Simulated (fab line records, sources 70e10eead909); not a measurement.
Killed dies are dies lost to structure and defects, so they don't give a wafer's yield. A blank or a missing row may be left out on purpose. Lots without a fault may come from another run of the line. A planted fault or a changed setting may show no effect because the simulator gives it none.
Chamber matching | flow nand_harc | NHARC_P_M1_DEP_33 on pecvd-03: 3 sister chambers
The step deposits SiCN, target thk 30 nm. 30 wafers are shown with their chamber, then 12 later ones without.

WAFERS WITH THEIR CHAMBER
wafer  | chamber | heater_power_w (W) | chamber_pressure_Torr (Torr)
L074.3 | 2       | 456                | 2.992
L074.4 | 2       | 452                | 2.993
L074.5 | 1       | 587                | 3.000
L075.1 | 2       | 485                | 3.007
L075.4 | 2       | 476                | 3.004
L075.5 | 1       | 490                | 2.994
L077.1 | 0       | 528                | 3.003
L077.2 | 2       | 416                | 2.985
L077.6 | 0       | 520                | 3.009
L079.1 | 2       | 490                | 3.003
L079.2 | 1       | 591                | 2.993
L079.5 | 2       | 491                | 3.004
L082.1 | 1       | 480                | 3.011
L082.2 | 0       | 476                | 3.009
L082.4 | 2       | 475                | 2.986
L083.2 | 0       | 449                | 3.006
L083.3 | 1       | 520                | 2.995
L083.5 | 2       | 522                | 2.992
L085.1 | 1       | 558                | 3.001
L085.2 | 0       | 465                | 2.993
L085.4 | 0       | 464                | 3.002
L087.2 | 0       | 471                | 3.000
L087.4 | 1       | 550                | 3.009
L087.5 | 2       | 460                | 3.014
L088.2 | 0       | 460                | 3.009
L088.4 | 1       | 493                | 2.996
L088.5 | 0       | 470                | 3.006
L089.1 | 2       | 500                | 3.000
L089.3 | 0       | 534                | 3.012
L089.4 | 0       | 523                | 3.009

SIGNATURES (means of the wafers above)
reading               | chamber 0 | chamber 1 | chamber 2 | scatter within a chamber
heater_power_w        | 487.27    | 533.62    | 474.82    | 34.3
chamber_pressure_Torr | 3.00527   | 2.99987   | 2.99818   | 0.00739
Rule: a wafer's distance from a chamber is the root of the sum, over the readings, of the square of ((its reading less the chamber's mean) divided by the reading's scatter). The wafer belongs to the nearest chamber; if the next one is less than 2 further off, it can't be placed. The scatter: the root of (the sum of the squares of (reading less its chamber's mean) over the shown wafers, divided by (wafers less chambers)).

WAFERS WITHOUT THEIR CHAMBER
wafer  | heater_power_w (W) | chamber_pressure_Torr (Torr)
L093.1 | 478                | 2.997
L093.3 | 419                | 2.997
L093.6 | 474                | 3.003
L094.2 | 527                | 2.996
L094.3 | 458                | 2.988
L094.4 | 445                | 2.995
L095.1 | 479                | 2.990
L095.2 | 571                | 2.989
L095.4 | 517                | 2.987
L097.1 | 475                | 3.010
L097.4 | 480                | 3.004
L097.6 | 508                | 3.004

WHICH CHAMBER EACH WENT THROUGH
wafer  | from the rows above          | in truth
L093.1 | can't be placed: 2 or 0 or 1 | 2
L093.3 | can't be placed: 2 or 0 or 1 | 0
L093.6 | can't be placed: 0 or 2 or 1 | 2
L094.2 | can't be placed: 1 or 2 or 0 | 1
L094.3 | can't be placed: 2 or 0 or 1 | 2
L094.4 | can't be placed: 2 or 0 or 1 | 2
L095.1 | can't be placed: 2 or 1 or 0 | 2
L095.2 | can't be placed: 1 or 2 or 0 | 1
L095.4 | can't be placed: 1 or 2 or 0 | 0
L097.1 | can't be placed: 0 or 2 or 1 | 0
L097.4 | can't be placed: 0 or 2 or 1 | 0
L097.6 | can't be placed: 0 or 1 or 2 | 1
Placed correctly: 0 of 12. Can't be placed from these rows: 12 (the true chamber is among the candidates in 12). Placed wrongly: 0.
